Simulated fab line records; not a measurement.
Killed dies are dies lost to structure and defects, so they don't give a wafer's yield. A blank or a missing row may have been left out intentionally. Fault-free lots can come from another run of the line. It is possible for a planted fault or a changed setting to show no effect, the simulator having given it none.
Chamber matching ; flow n5-finfet ; N5_FIN_SAQP_ETCH_52 on rie-diel-03: 4 sister chambers
The step etches SOC in N2/H2, target depth 100 nm, overetch 20 nm, time 150 s. 16 wafers are shown with their chamber, then 8 later ones without.

== WAFERS PAIRED WITH THEIR CHAMBERS ==
wafer;chamber;drypump-motor-current-A (A);throttle-valve-pct (%);showerhead-plenum-p-Torr (Torr)
L075.3;0;5.8;17.86;2.53
L075.4;2;5.4;17.95;2.63
L075.6;2;5.4;17.93;2.63
L077.4;3;5.5;18.29;2.62
L077.5;0;5.8;17.85;2.53
L077.6;1;6.3;17.76;2.60
L080.2;3;5.5;18.31;2.62
L080.3;2;5.4;17.94;2.63
L080.6;1;6.3;17.77;2.59
L083.1;2;5.4;17.95;2.62
L083.2;3;5.4;18.33;2.62
L083.4;0;5.8;17.89;2.52
L088.1;1;6.3;17.79;2.59
L088.5;0;5.8;17.89;2.52
L088.6;1;6.3;17.80;2.59
L089.3;2;5.3;17.98;2.62

SIGNATURES, as means of the wafers listed above
reading;chamber 0;chamber 1;chamber 2;chamber 3;scatter within a chamber
drypump-motor-current-A;5.800;6.300;5.380;5.467;0.035
throttle-valve-pct;17.8725;17.7800;17.9500;18.3100;0.0193
showerhead-plenum-p-Torr;2.5250;2.5925;2.6260;2.6200;0.00496
Rule: for a wafer and a chamber, the distance is found by dividing, reading by reading, the gap between the wafer's reading and the chamber's mean by the reading's scatter, squaring, summing and taking the root. If the next closest chamber is less than 2 further off than the closest, the wafer can't be placed; otherwise it belongs to the closest. The scatter is the square root of a quotient: the sum, over the shown wafers, of each reading's squared deviation from its chamber's mean, divided by wafers minus chambers.

== WAFERS WITHOUT THEIR CHAMBER ==
wafer;drypump-motor-current-A (A);throttle-valve-pct (%);showerhead-plenum-p-Torr (Torr)
L089.4;5.8;17.91;2.51
L089.6;6.3;17.80;2.58
L090.2;5.4;17.96;2.62
L090.4;5.8;17.92;2.51
L090.5;6.3;17.79;2.58
L094.2;5.8;17.94;2.51
L094.3;5.3;18.01;2.61
L094.5;5.4;17.91;2.61

== WHICH CHAMBER EACH ONE RAN IN ==
wafer;from the rows above;in truth
L089.4;0;0
L089.6;1;1
L090.2;2;2
L090.4;0;0
L090.5;1;1
L094.2;0;0
L094.3;2;2
L094.5;2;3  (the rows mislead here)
Placed correctly: 7 of 8. Left unplaced by these rows: 0. 1 placed wrongly.
